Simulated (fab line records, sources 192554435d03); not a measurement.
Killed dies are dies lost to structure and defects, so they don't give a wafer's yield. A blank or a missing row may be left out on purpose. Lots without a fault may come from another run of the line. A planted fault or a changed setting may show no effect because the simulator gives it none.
Split-lot experiment | flow n5_finfet | 7 lots, 39 wafers read, on a route of 1938 steps

THE SPLIT
At N5_HKMG_FIN_ETCH_31 (etches SiARC in CF4, target depth 45.5 nm, time 75.8 s), the setting bias_w was moved away from the recipe's 36 W on 18 of the 39 wafers read, by -10.7% to +18.6%. The other wafers ran this setting at the recipe's value.

The reading is taken at the split's own step.

THE READING
rf_vpp_V, in V, at N5_HKMG_FIN_ETCH_31 (etches SiARC in CF4, target depth 45.5 nm, time 75.8 s). Fault-free wafers of this fab line usually give 184.6 V, standard deviation 0.91 V.

wafer  | tool, chamber at the split | bias_w as run, W | against the recipe | rf_vpp_V, V | against lot-mates on the recipe
L074.1 | rie_diel-06, 3             | 38.83            | +7.9%              | 192.4       | +7.6
L074.2 | rie_diel-06, 0             | 38.83            | +7.9%              | 193.4       | +8.6
L074.3 | rie_diel-06, 2             | 38.83            | +7.9%              | 193.8       | +9.0
L074.4 | rie_diel-06, 1             | 36               | recipe             | 185.0       | -
L074.5 | rie_diel-06, 1             | 36               | recipe             | 184.9       | -
L074.6 | rie_diel-06, 0             | 36               | recipe             | 184.5       | -
L080.1 | rie_diel-05, 3             | 36               | recipe             | 186.1       | -
L080.2 | rie_diel-05, 2             | 42.68            | +18.6%             | 207.4       | +22.5
L080.3 | rie_diel-05, 0             | 42.68            | +18.6%             | 206.1       | +21.2
L080.4 | rie_diel-05, 1             | 36               | recipe             | 184.4       | -
L080.5 | rie_diel-05, 3             | 42.68            | +18.6%             | 207.0       | +22.1
L080.6 | rie_diel-05, 0             | 36               | recipe             | 184.3       | -
L083.1 | rie_diel-06, 2             | 36               | recipe             | 183.5       | -
L083.2 | rie_diel-06, 3             | 39.83            | +10.6%             | 196.7       | +12.4
L083.3 | rie_diel-06, 0             | 36               | recipe             | 184.4       | -
L083.4 | rie_diel-06, 1             | 36               | recipe             | 185.0       | -
L083.5 | rie_diel-06, 1             | 39.83            | +10.6%             | 197.2       | +12.9
L083.6 | rie_diel-06, 2             | 39.83            | +10.6%             | 196.3       | +12.0
L086.1 | rie_diel-05, 1             | 36               | recipe             | 184.8       | -
L086.2 | rie_diel-05, 3             | 32.14            | -10.7%             | 172.7       | -12.6
L086.3 | rie_diel-05, 0             | 32.14            | -10.7%             | 172.0       | -13.3
L086.4 | rie_diel-05, 2             | 36               | recipe             | 185.5       | -
L086.5 | rie_diel-05, 1             | 36               | recipe             | 185.5       | -
L086.6 | rie_diel-05, 2             | 32.14            | -10.7%             | 172.1       | -13.2
L089.1 | rie_diel-06, 0             | 36               | recipe             | 185.5       | -
L089.5 | rie_diel-06, 3             | 36               | recipe             | 186.3       | -
L089.6 | rie_diel-06, 2             | 36               | recipe             | 183.5       | -
L093.1 | rie_diel-06, 2             | 36               | recipe             | 185.2       | -
L093.2 | rie_diel-06, 0             | 36               | recipe             | 182.9       | -
L093.3 | rie_diel-06, 1             | 40.59            | +12.8%             | 199.8       | +15.3
L093.4 | rie_diel-06, 3             | 40.59            | +12.8%             | 198.7       | +14.2
L093.5 | rie_diel-06, 3             | 36               | recipe             | 185.3       | -
L093.6 | rie_diel-06, 2             | 40.59            | +12.8%             | 198.4       | +13.9
L095.1 | rie_diel-05, 1             | 36               | recipe             | 183.9       | -
L095.2 | rie_diel-05, 2             | 36               | recipe             | 184.6       | -
L095.3 | rie_diel-05, 3             | 36               | recipe             | 185.9       | -
L095.4 | rie_diel-05, 0             | 32.34            | -10.2%             | 173.3       | -11.5
L095.5 | rie_diel-05, 3             | 32.34            | -10.2%             | 172.4       | -12.4
L095.6 | rie_diel-05, 2             | 32.34            | -10.2%             | 171.9       | -12.9

THE FIT
A straight line over all 39 wafers: rf_vpp_V changes by +1.16 V for each +1% of bias_w; r = +1.00; the points scatter about the line by 0.81 V.
The same after taking each lot's own level away (the mean of its wafers on the recipe; 39 wafers): +1.18 V for each +1%; r = +1.00; scatter 0.75 V.
On that fit, the largest move of bias_w shifts the reading by 22 V.
The lots' own levels span 184.30 to 185.27 V, that is 1.1 times the standard deviation above.
So the lot-to-lot level changes the slope little: the two slopes agree.
Check: with one of the wafers moved furthest among these (+18.6%) left out of the fit, the line predicts +21.5 V for it against its lot-mates. It came out at +22.5 V against them.
Tool readings at the split's step, against how far the setting was moved: rf_vpp_V r = +1.00.

OTHER SPLITS ON THESE WAFERS
These wafers also went through other splits before the reading. Each is held against what the fit with the lots' levels taken away leaves over:
other split on the same wafers       | wafers away from the commonest value | r with rf_vpp_V (lot level and that fit taken away)
N5_FIN_SAQP_HM_DEP_72 time_s         | 12                                   | +0.27
N5_DUMMY_GATE_EXPOSE_12 dose_mj      | 15                                   | -0.09
N5_DUMMY_GATE_ETCH_31 target_depth_a | 12                                   | -0.04

THE FILE'S OWN FIT
rf_vpp_V changes by +1.17 V for each +1% of bias_w, r = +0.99.
